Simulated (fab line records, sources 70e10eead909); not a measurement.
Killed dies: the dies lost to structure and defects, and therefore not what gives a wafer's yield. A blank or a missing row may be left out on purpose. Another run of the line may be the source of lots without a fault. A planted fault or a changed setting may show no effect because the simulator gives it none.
Which tool was responsible? :: flow nandHarc :: Sampling: 12 lots, 36 wafers, 5 of 1302 route steps

WHAT THE GAUGES SHOWED, per wafer
NHARC_END_SORT_01. Usual: killedAtArray 59, standard deviation 17; killedAtOther 0.7, standard deviation 0.9; killedAtPeriphery 3.6, standard deviation 2.3; killedDies 63, standard deviation 18; killedOpen 3.4, standard deviation 1.9; killedShort 2.6, standard deviation 1.7.
lot: L434
measured: day 24 19:20
on: prober-01
killedAtArray: 64 53 55
killedAtOther: 0 0 0
killedAtPeriphery: 3 0 5
killedDies: 67 53 60
killedOpen: 3 3 4
killedShort: 7 1 4
flag: 

lot: L435
measured: day 24 19:19
on: prober-02
killedAtArray: 74 67 70
killedAtOther: 0 0 0
killedAtPeriphery: 4 5 5
killedDies: 78 72 75
killedOpen: 2 8 3
killedShort: 3 0 1
flag: 

lot: L437
measured: day 25 10:44
on: prober-01
killedAtArray: 52 57 52
killedAtOther: 0 1 1
killedAtPeriphery: 2 2 0
killedDies: 54 60 53
killedOpen: 3 1 3
killedShort: 1 3 1
flag: 

lot: L440
measured: day 27 11:55
on: prober-01
killedAtArray: 57 67 61
killedAtOther: 0 1 0
killedAtPeriphery: 4 5 5
killedDies: 61 73 66
killedOpen: 7 3 2
killedShort: 2 2 2
flag: 

lot: L443
measured: day 28 04:59
on: prober-02
killedAtArray: 40 33 33
killedAtOther: 1 3 1
killedAtPeriphery: 3 3 3
killedDies: 44 39 37
killedOpen: 2 5 3
killedShort: 1 3 2
flag: 

lot: L445
measured: day 29 12:18
on: prober-01
killedAtArray: 43 59 61
killedAtOther: 0 0 0
killedAtPeriphery: 4 4 0
killedDies: 47 63 61
killedOpen: 3 5 2
killedShort: 3 4 4
flag: 

lot: L446
measured: day 29 19:17
on: prober-01
killedAtArray: 71 62 55
killedAtOther: 1 0 0
killedAtPeriphery: 4 8 4
killedDies: 76 70 59
killedOpen: 3 4 2
killedShort: 1 5 2
flag: 

lot: L447
measured: day 29 20:34
on: prober-02
killedAtArray: 70 79 71
killedAtOther: 0 1 0
killedAtPeriphery: 3 7 9
killedDies: 73 87 80
killedOpen: 5 5 3
killedShort: 2 2 5
flag: 

lot: L448
measured: day 30 09:19
on: prober-02
killedAtArray: 69 76 92
killedAtOther: 0 0 0
killedAtPeriphery: 2 5 4
killedDies: 71 81 96
killedOpen: 3 2 2
killedShort: 0 1 6
flag: 

lot: L449
measured: day 30 10:07
on: prober-01
killedAtArray: 61 44 45
killedAtOther: 0 0 1
killedAtPeriphery: 3 2 2
killedDies: 64 46 48
killedOpen: 5 0 4
killedShort: 2 1 1
flag: 

lot: L454
measured: day 33 16:14
on: prober-02
killedAtArray: 37 31 33
killedAtOther: 1 2 3
killedAtPeriphery: 2 1 1
killedDies: 40 34 37
killedOpen: 2 5 4
killedShort: 6 3 1
flag: 

lot: L457
measured: day 34 07:04
on: prober-01
killedAtArray: 69 58 64
killedAtOther: 0 1 0
killedAtPeriphery: 3 1 2
killedDies: 72 60 66
killedOpen: 0 6 1
killedShort: 4 3 1
flag: 

EACH LOT AND THE TOOL THAT RAN IT (in order: tool; ch and the chambers of the sampled wafers; start)
lot: L434
NHARC_A_WL_FILL_ETCHBACK_04: rieMetal-03 ch 1, day 20 13:40
NHARC_A_WL_FILL_STRIP_29: rieDiel-11 ch 0,2, day 21 00:12
NHARC_A_WL_FILL_ALD_19: aldMetal-01 ch 0,1,2, day 21 05:46
NHARC_A_CONTACT_DEP_24: pecvd-01 ch 0,2, day 21 06:43

lot: L435
NHARC_A_WL_FILL_ETCHBACK_04: rieMetal-01 ch 0,1, day 20 16:11
NHARC_A_WL_FILL_STRIP_29: rieDiel-08 ch 0,1, day 21 00:10
NHARC_A_WL_FILL_ALD_19: aldMetal-04 ch 1,2, day 21 05:44
NHARC_A_CONTACT_DEP_24: pecvd-02 ch 0,1,2, day 21 06:48

lot: L437
NHARC_A_WL_FILL_ETCHBACK_04: rieMetal-02 ch 0,1, day 21 10:52
NHARC_A_WL_FILL_STRIP_29: rieDiel-11 ch 0,2, day 21 23:01
NHARC_A_WL_FILL_ALD_19: aldMetal-02 ch 0,1,2, day 22 04:35
NHARC_A_CONTACT_DEP_24: pecvd-01 ch 0,1,2, day 22 05:38

lot: L440
NHARC_A_WL_FILL_ETCHBACK_04: rieMetal-03 ch 0,1, day 23 14:13
NHARC_A_WL_FILL_STRIP_29: rieDiel-07 ch 0,1,3, day 24 00:14
NHARC_A_WL_FILL_ALD_19: aldMetal-01 ch 1,2, day 24 05:49
NHARC_A_CONTACT_DEP_24: pecvd-01 ch 1,2, day 24 06:47

lot: L443
NHARC_A_WL_FILL_ETCHBACK_04: rieMetal-03 ch 0,1, day 24 07:12
NHARC_A_WL_FILL_STRIP_29: rieDiel-11 ch 0,2,3, day 24 17:43
NHARC_A_WL_FILL_ALD_19: aldMetal-02 ch 0,2,3, day 24 23:15
NHARC_A_CONTACT_DEP_24: pecvd-02 ch 0,1,2, day 25 00:15

lot: L445
NHARC_A_WL_FILL_ETCHBACK_04: rieMetal-02 ch 0,1, day 25 03:38
NHARC_A_WL_FILL_STRIP_29: rieDiel-08 ch 0,1,2, day 25 14:05
NHARC_A_WL_FILL_ALD_19: aldMetal-04 ch 1,2,3, day 25 19:34
NHARC_A_CONTACT_DEP_24: pecvd-01 ch 0,2, day 25 20:32

lot: L446
NHARC_A_WL_FILL_ETCHBACK_04: rieMetal-03 ch 0,1, day 25 07:32
NHARC_A_WL_FILL_STRIP_29: rieDiel-07 ch 2,3, day 25 17:28
NHARC_A_WL_FILL_ALD_19: aldMetal-01 ch 0,1,2, day 25 23:01
NHARC_A_CONTACT_DEP_24: pecvd-01 ch 0,2, day 25 23:56

lot: L447
NHARC_A_WL_FILL_ETCHBACK_04: rieMetal-01 ch 0,1, day 25 11:12
NHARC_A_WL_FILL_STRIP_29: rieDiel-08 ch 0,2,3, day 25 23:58
NHARC_A_WL_FILL_ALD_19: aldMetal-04 ch 1,2,3, day 26 05:32
NHARC_A_CONTACT_DEP_24: pecvd-01 ch 0,1, day 26 06:32

lot: L448
NHARC_A_WL_FILL_ETCHBACK_04: rieMetal-01 ch 1, day 26 12:34
NHARC_A_WL_FILL_STRIP_29: rieDiel-07 ch 0,3, day 27 01:04
NHARC_A_WL_FILL_ALD_19: aldMetal-01 ch 0,1,2, day 27 04:29
NHARC_A_CONTACT_DEP_24: pecvd-02 ch 0,1, day 27 05:31

lot: L449
NHARC_A_WL_FILL_ETCHBACK_04: rieMetal-02 ch 0,1, day 26 13:08
NHARC_A_WL_FILL_STRIP_29: rieDiel-11 ch 0,1,2, day 26 22:53
NHARC_A_WL_FILL_ALD_19: aldMetal-04 ch 1,2, day 27 04:29
NHARC_A_CONTACT_DEP_24: pecvd-01 ch 0,2, day 27 05:49

lot: L454
NHARC_A_WL_FILL_ETCHBACK_04: rieMetal-02 ch 0,1, day 28 21:40
NHARC_A_WL_FILL_STRIP_29: rieDiel-07 ch 0,2, day 29 08:07
NHARC_A_WL_FILL_ALD_19: aldMetal-04 ch 0,1, day 29 13:43
NHARC_A_CONTACT_DEP_24: pecvd-02 ch 1,2, day 29 14:45

lot: L457
NHARC_A_WL_FILL_ETCHBACK_04: rieMetal-01 ch 0, day 30 04:53
NHARC_A_WL_FILL_STRIP_29: rieDiel-11 ch 0,2,3, day 30 16:05
NHARC_A_WL_FILL_ALD_19: aldMetal-04 ch 0,2,3, day 30 21:36
NHARC_A_CONTACT_DEP_24: pecvd-02 ch 0,1,2, day 30 22:34
- NHARC_A_WL_FILL_ETCHBACK_04: etches the open film in NF3, target depth 60 nm, time 120 s.
- NHARC_A_WL_FILL_STRIP_29: strips in O2, time 20 s.
- NHARC_A_WL_FILL_ALD_19: deposits TiN, target thk 2 nm, pulse time 3 s, ald cycles 100.
- NHARC_A_CONTACT_DEP_24: deposits SiO2, target thk 500 nm.

WHAT THE TOOLS THEMSELVES READ (means of the sampled wafers that have a number; where no wafer has one, the mark that the record gives instead)
NHARC_A_WL_FILL_ETCHBACK_04. Usual: drypumpMotorCurrentA 5.6 A, standard deviation 0.34; oesProductAu 0.999 a.u., standard deviation 0.0063.
lot: L434
tool: rieMetal-03
drypumpMotorCurrentA (A): 6.2
oesProductAu (a.u.): 0.997
flag: 

lot: L435
tool: rieMetal-01
drypumpMotorCurrentA (A): 5.7
oesProductAu (a.u.): 1.006
flag: 

lot: L437
tool: rieMetal-02
drypumpMotorCurrentA (A): 5.4
oesProductAu (a.u.): 0.994
flag: 

lot: L440
tool: rieMetal-03
drypumpMotorCurrentA (A): 5.9
oesProductAu (a.u.): 0.997
flag: 

lot: L443
tool: rieMetal-03
drypumpMotorCurrentA (A): 5.5
oesProductAu (a.u.): 0.995
flag: 

lot: L445
tool: rieMetal-02
drypumpMotorCurrentA (A): 5.4
oesProductAu (a.u.): 0.999
flag: 

lot: L446
tool: rieMetal-03
drypumpMotorCurrentA (A): 5.9
oesProductAu (a.u.): 1.001
flag: 

lot: L447
tool: rieMetal-01
drypumpMotorCurrentA (A): 5.7
oesProductAu (a.u.): 0.998
flag: 

lot: L448
tool: rieMetal-01
drypumpMotorCurrentA (A): 5.9
oesProductAu (a.u.): 0.994
flag: 

lot: L449
tool: rieMetal-02
drypumpMotorCurrentA (A): 5.4
oesProductAu (a.u.): 0.994
flag: 

lot: L454
tool: rieMetal-02
drypumpMotorCurrentA (A): 5.4
oesProductAu (a.u.): 1.005
flag: 

lot: L457
tool: rieMetal-01
drypumpMotorCurrentA (A): 5.6
oesProductAu (a.u.): 1.010
flag: 

NHARC_A_WL_FILL_STRIP_29. Usual: drypumpMotorCurrentA 5.7 A, standard deviation 0.37; oesProductAu 0.998 a.u., standard deviation 0.0067; rfVppV 57.6 V, standard deviation 0.98; showerheadPlenumPTorr 3.46 Torr, standard deviation 0.11; throttleValvePct 17.037 %, standard deviation 0.0092.
lot: L434
tool: rieDiel-11
drypumpMotorCurrentA (A): 5.7
oesProductAu (a.u.): 0.999
rfVppV (V): 57.4
showerheadPlenumPTorr (Torr): 3.35
throttleValvePct (%): 17.038
flag: 

lot: L435
tool: rieDiel-08
drypumpMotorCurrentA (A): 5.4
oesProductAu (a.u.): 0.995
rfVppV (V): 57.0
showerheadPlenumPTorr (Torr): 3.46
throttleValvePct (%): 17.030
flag: 

lot: L437
tool: rieDiel-11
drypumpMotorCurrentA (A): 5.7
oesProductAu (a.u.): 1.001
rfVppV (V): 56.6
showerheadPlenumPTorr (Torr): 3.35
throttleValvePct (%): 17.042
flag: 

lot: L440
tool: rieDiel-07
drypumpMotorCurrentA (A): 6.0
oesProductAu (a.u.): 0.998
rfVppV (V): 58.4
showerheadPlenumPTorr (Torr): 3.51
throttleValvePct (%): 17.046
flag: 

lot: L443
tool: rieDiel-11
drypumpMotorCurrentA (A): 5.6
oesProductAu (a.u.): 1.004
rfVppV (V): 56.9
showerheadPlenumPTorr (Torr): 3.39
throttleValvePct (%): 17.040
flag: 

lot: L445
tool: rieDiel-08
drypumpMotorCurrentA (A): 5.4
oesProductAu (a.u.): 0.994
rfVppV (V): 56.8
showerheadPlenumPTorr (Torr): 3.48
throttleValvePct (%): 17.035
flag: 

lot: L446
tool: rieDiel-07
drypumpMotorCurrentA (A): 6.3
oesProductAu (a.u.): 1.000
rfVppV (V): 57.2
showerheadPlenumPTorr (Torr): 3.42
throttleValvePct (%): 17.036
flag: 

lot: L447
tool: rieDiel-08
drypumpMotorCurrentA (A): 5.7
oesProductAu (a.u.): 0.995
rfVppV (V): 57.4
showerheadPlenumPTorr (Torr): 3.55
throttleValvePct (%): 17.044
flag: 

lot: L448
tool: rieDiel-07
drypumpMotorCurrentA (A): 6.1
oesProductAu (a.u.): 1.003
rfVppV (V): 58.2
showerheadPlenumPTorr (Torr): 3.57
throttleValvePct (%): 17.039
flag: 

lot: L449
tool: rieDiel-11
drypumpMotorCurrentA (A): 5.8
oesProductAu (a.u.): 1.006
rfVppV (V): 56.7
showerheadPlenumPTorr (Torr): 3.36
throttleValvePct (%): 17.037
flag: 

lot: L454
tool: rieDiel-07
drypumpMotorCurrentA (A): 5.9
oesProductAu (a.u.): 0.994
rfVppV (V): 58.1
showerheadPlenumPTorr (Torr): 3.65
throttleValvePct (%): 17.034
flag: 

lot: L457
tool: rieDiel-11
drypumpMotorCurrentA (A): 5.6
oesProductAu (a.u.): 1.005
rfVppV (V): 57.1
showerheadPlenumPTorr (Torr): 3.39
throttleValvePct (%): 17.029
flag: 

NHARC_A_WL_FILL_ALD_19. Usual: heaterPowerW 1064 W, standard deviation 130; precursorPulseHeightRel 1.000, standard deviation 0.022.
lot: L434
tool: aldMetal-01
heaterPowerW (W): 1098
precursorPulseHeightRel: 1.025
flag: 

lot: L435
tool: aldMetal-04
heaterPowerW (W): 1227
precursorPulseHeightRel: 0.987
flag: 

lot: L437
tool: aldMetal-02
heaterPowerW (W): 933
precursorPulseHeightRel: 0.998
flag: 

lot: L440
tool: aldMetal-01
heaterPowerW (W): 1046
precursorPulseHeightRel: 1.001
flag: 

lot: L443
tool: aldMetal-02
heaterPowerW (W): 989
precursorPulseHeightRel: 1.018
flag: 

lot: L445
tool: aldMetal-04
heaterPowerW (W): 1138
precursorPulseHeightRel: 1.020
flag: 

lot: L446
tool: aldMetal-01
heaterPowerW (W): 1072
precursorPulseHeightRel: 1.013
flag: 

lot: L447
tool: aldMetal-04
heaterPowerW (W): 1143
precursorPulseHeightRel: 1.008
flag: 

lot: L448
tool: aldMetal-01
heaterPowerW (W): 1077
precursorPulseHeightRel: 0.991
flag: 

lot: L449
tool: aldMetal-04
heaterPowerW (W): 1240
precursorPulseHeightRel: 0.989
flag: 

lot: L454
tool: aldMetal-04
heaterPowerW (W): 1145
precursorPulseHeightRel: 0.997
flag: 

lot: L457
tool: aldMetal-04
heaterPowerW (W): 1051
precursorPulseHeightRel: 0.989
flag: 

NHARC_A_CONTACT_DEP_24. Usual: heaterPowerW 580 W, standard deviation 100; mfcPrecursorSccm 161.5 sccm, standard deviation 0.46; showerheadVppV 1843 V, standard deviation 110; throttleValvePct 16.1 %, standard deviation 0.6.
lot: L434
tool: pecvd-01
heaterPowerW (W): 595
mfcPrecursorSccm (sccm): 161.8
showerheadVppV (V): 1901
throttleValvePct (%): 15.8
flag: 

lot: L435
tool: pecvd-02
heaterPowerW (W): 570
mfcPrecursorSccm (sccm): 161.7
showerheadVppV (V): 1789
throttleValvePct (%): 16.3
flag: 

lot: L437
tool: pecvd-01
heaterPowerW (W): 539
mfcPrecursorSccm (sccm): 161.6
showerheadVppV (V): 1852
throttleValvePct (%): 15.7
flag: 

lot: L440
tool: pecvd-01
heaterPowerW (W): 522
mfcPrecursorSccm (sccm): 161.4
showerheadVppV (V): 1795
throttleValvePct (%): 15.8
flag: 

lot: L443
tool: pecvd-02
heaterPowerW (W): 590
mfcPrecursorSccm (sccm): 161.1
showerheadVppV (V): 1803
throttleValvePct (%): 16.7
flag: 

lot: L445
tool: pecvd-01
heaterPowerW (W): 634
mfcPrecursorSccm (sccm): 161.5
showerheadVppV (V): 1870
throttleValvePct (%): 15.7
flag: 

lot: L446
tool: pecvd-01
heaterPowerW (W): 608
mfcPrecursorSccm (sccm): 161.7
showerheadVppV (V): 1952
throttleValvePct (%): 15.5
flag: 

lot: L447
tool: pecvd-01
heaterPowerW (W): 517
mfcPrecursorSccm (sccm): 150.3
showerheadVppV (V): 1855
throttleValvePct (%): 16.1
flag: OFF

lot: L448
tool: pecvd-02
heaterPowerW (W): 480
mfcPrecursorSccm (sccm): 161.4
showerheadVppV (V): 1731
throttleValvePct (%): 16.3
flag: 

lot: L449
tool: pecvd-01
heaterPowerW (W): 581
mfcPrecursorSccm (sccm): 139.4
showerheadVppV (V): 1974
throttleValvePct (%): 15.2
flag: OFF

lot: L454
tool: pecvd-02
heaterPowerW (W): 539
mfcPrecursorSccm (sccm): 162.0
showerheadVppV (V): 1835
throttleValvePct (%): 16.8
flag: 

lot: L457
tool: pecvd-02
heaterPowerW (W): 592
mfcPrecursorSccm (sccm): 161.2
showerheadVppV (V): 1795
throttleValvePct (%): 16.8
flag: 

THE ANSWER, worked out from the rows above alone
Rule: a lot counts as off when the mean over its wafers that have a number is more than 3 standard deviations away from the usual mean. Also off: a lot with no number at a reading for which 4 or more lots have one. The other lots that the step has rows for count as sound. After the gauges, taken in route order, come the tools' own readings; for these a lot's mean is taken, as printed above. The first step at which some lot is off is used, and at that step the reading that is off furthest; a lot without a number counts as furthest.
Off, at NHARC_A_CONTACT_DEP_24 on mfcPrecursorSccm: L447, L449.
A tool fits if, at that step or a process step before it, it ran every lot that is off, and no sound lot after the first of them. One fits: NHARC_A_CONTACT_DEP_24 on pecvd-01. A fault onset in the window from L446 (day 25 23:56, its last sound lot) to L447 (day 26 06:32, its first lot off) fits.
On the lots that are off, the tool's own readings at NHARC_A_CONTACT_DEP_24 differ by more than 5 times the standard deviation of the sound lots' means, which bears it out; mfcPrecursorSccm reads 144.9 sccm there versus 161.5 sccm on the sound lots.

WHAT THE SIMULATOR HAD PUT IN
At NHARC_A_CONTACT_DEP_24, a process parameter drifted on pecvd-01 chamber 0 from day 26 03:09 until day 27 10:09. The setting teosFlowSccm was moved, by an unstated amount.
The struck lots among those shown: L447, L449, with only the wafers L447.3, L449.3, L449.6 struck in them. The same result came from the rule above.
